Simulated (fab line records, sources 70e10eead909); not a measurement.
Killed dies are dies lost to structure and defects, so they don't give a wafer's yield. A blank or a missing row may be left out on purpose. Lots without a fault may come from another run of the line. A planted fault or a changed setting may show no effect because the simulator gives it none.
A struck lot beside a sound one | flow nand_harc | 42 steps out of a route of 1159
Sound: wafers L107.1, L107.2, L107.4. Struck: wafer L106.5. (L106.1, L106.3 of the same lot were not struck and are left out.) The cause comes at the end.
At each step with rows: each side's tool, then ch and its chambers, then its first start. Under that, the readings that differ: sound wafers | struck wafers | difference of the means | sigmas: that difference in standard deviations of wafers without a fault.
alike: readings whose means differ by less than 2 such deviations, and words and numbers that are the same on both sides. not compared: withheld readings, readings that some wafer has no value for, bounds like >300 that may hide the same value, and numbers for which the record gives no deviation and whose values overlap.
The two part at a step that has a row with sigmas, a row that says differs or no value, or rows on one side only. Numbers that don't overlap but have no deviation are shown without sigmas and don't part them. A reading that every wafer of one side lacks parts them only if that side has two wafers or more.

first, 2 steps without rows for these wafers: NHARC_P_M2_ETCH_35 (etches the open film in N2/H2, target depth 40 nm, overetch 12 nm, time 43.94 s); NHARC_P_M2_ETCH_15 (etches the open film in C4F8/Ar, target depth 182.5 nm, time 91.2 s).
NHARC_P_M2_CD_MEAS_16:
  sound on cd_sem-02, day 8 10:13; struck on cd_sem-02, day 8 00:32
  alike: cd_nm
then, 1 step without rows for these wafers: NHARC_P_M2_STRIP_18 (strips in N2/H2).
NHARC_P_M2_ETCH_28: etches the open film in CF4/N2, target depth 30 nm, time 72.99 s.
  sound on rie_diel-03 ch 1,2,3; struck on rie_diel-03 ch 0
  alike: drypump_motor_current_A, n2_flow_sccm, oes_product_au, rf_vpp_V, showerhead_plenum_p_Torr, throttle_valve_pct
  not compared: rf_hours_counter_h
then, 2 steps without rows for these wafers: NHARC_P_M2_STRIP_19 (strips in post etch residue remover, time 600 s); NHARC_P_M2_DEGAS_29 (time 60 s).
NHARC_P_M2_PRE_CLEAN_30: time 30 s.
  sound on pvd_sputter-02; struck on pvd_sputter-01
  alike: heater_power_w
NHARC_P_M2_PVD_20: deposits TaN, target thk 5 nm, time 8.06 s.
  sound on pvd_sputter-02; struck on pvd_sputter-01
  alike: throttle_valve_pct
NHARC_P_M2_PVD_21: deposits Cu, target thk 30 nm, time 20.49 s.
  sound on pvd_sputter-02; struck on pvd_sputter-01
  alike: throttle_valve_pct
then, 2 steps without rows for these wafers: NHARC_P_M2_ECD_22 (material Cu, target thk 400 nm); NHARC_P_M2_ANNEAL_31 (time 90 s).
NHARC_P_M2_CMP_23: polishes, t overpolish 20 s, target thk 144.3 nm.
  sound on cmp-02 ch 1,2,3, day 8 12:02; struck on cmp-04 ch 2, day 8 02:22
  alike: motor_current_A, retaining_ring_pressure_frac, time_to_endpoint_s
NHARC_P_M2_THK_MEAS_24: measures by xrf.
  sound on film_metro-01, day 8 12:20; struck on film_metro-02, day 8 02:41
  alike: thk_nm
then, 1 step without rows for these wafers: NHARC_P_M2_SRD_25.
NHARC_P_M2_INSPECT_27:
  sound on defect_inspect-02, day 8 12:29; struck on defect_inspect-01, day 8 02:50
  reading          | sound       | struck | difference | sigmas
  raw_defect_count | 223 271 213 | 513    | +277       | +3
NHARC_P_M2_PRE_CLEAN_32: time 12 s.
  sound on pecvd-04 ch 0,1,2, day 8 12:41; struck on pecvd-03 ch 1, day 8 02:54
  alike: heater_power_w
  not compared: since_wet_clean_h
then, 3 steps without rows for these wafers: NHARC_P_M2_DEP_33 (deposits SiCN, target thk 30 nm); NHARC_P_BONDPAD_DEP_00 (deposits SiCN, target thk 250 nm); NHARC_P_BONDPAD_CMP_32 (polishes SiCN, target thk 200 nm).
NHARC_P_BONDPAD_THK_MEAS_33: measures by ellipsometry.
  sound on film_metro-01, day 8 13:59; struck on film_metro-01, day 8 04:02
  alike: thk_nm
then, 10 steps without rows for these wafers: NHARC_P_BONDPAD_SRD_34; NHARC_P_BONDPAD_DEHYDRATE_01 (time 120 s); NHARC_P_BONDPAD_HMDS_02 (time 30 s); NHARC_P_BONDPAD_COAT_36 (time 65 s); NHARC_P_BONDPAD_COAT_03 (resist thk 600 nm); NHARC_P_BONDPAD_SOFTBAKE_04 (time 70 s); NHARC_P_BONDPAD_EBR_05; NHARC_P_BONDPAD_EXPOSE_06 (exposes mask P BPAD); NHARC_P_BONDPAD_PEB_07 (peb time 80 s); NHARC_P_BONDPAD_DEVELOP_08 (time 50 s).
NHARC_P_BONDPAD_CD_MEAS_09: target cd 500 nm.
  sound on cd_sem-01 ch 0, day 8 14:32; struck on cd_sem-02 ch 0, day 8 04:35
  alike: cd_nm
NHARC_P_BONDPAD_OVL_MEAS_38:
  sound on overlay-02, day 8 14:38; struck on overlay-01, day 8 04:42
  alike: overlay_x_nm, overlay_y_nm
then, 4 steps without rows for these wafers: NHARC_P_BONDPAD_HARDBAKE_10 (time 65 s); NHARC_P_BONDPAD_DESCUM_11 (chemistry O2, time 3 s); NHARC_P_BONDPAD_ETCH_37 (etches the open film in N2/H2, target depth 60 nm, overetch 18 nm, time 65.91 s); NHARC_P_BONDPAD_ETCH_12 (etches the open film in CHF3/O2, target depth 200 nm, time 100 s).
NHARC_P_BONDPAD_CD_MEAS_13:
  sound on cd_sem-03, day 8 15:14; struck on cd_sem-03, day 8 05:08
  alike: cd_nm
then, 3 steps without rows for these wafers: NHARC_P_BONDPAD_STRIP_15 (strips in O2); NHARC_P_BONDPAD_ETCH_24 (etches the open film in CF4/N2, target depth 30 nm, time 72.99 s); NHARC_P_BONDPAD_STRIP_16 (strips in post etch residue remover, time 600 s).
-- the record jumps here: 16 days lie between the struck wafers' starts before and after (it left off in module P_BONDPAD and takes up again in module END, whose first step shown is number 1159 of the route) --
NHARC_END_SORT_01:
  the record has rows for the struck wafers here (prober-01 ch 0, day 24 15:50) and none for the sound ones

WHERE THEY PART
First at NHARC_P_M2_INSPECT_27; last, within this record, at NHARC_END_SORT_01.

WHY: what the simulator had put in
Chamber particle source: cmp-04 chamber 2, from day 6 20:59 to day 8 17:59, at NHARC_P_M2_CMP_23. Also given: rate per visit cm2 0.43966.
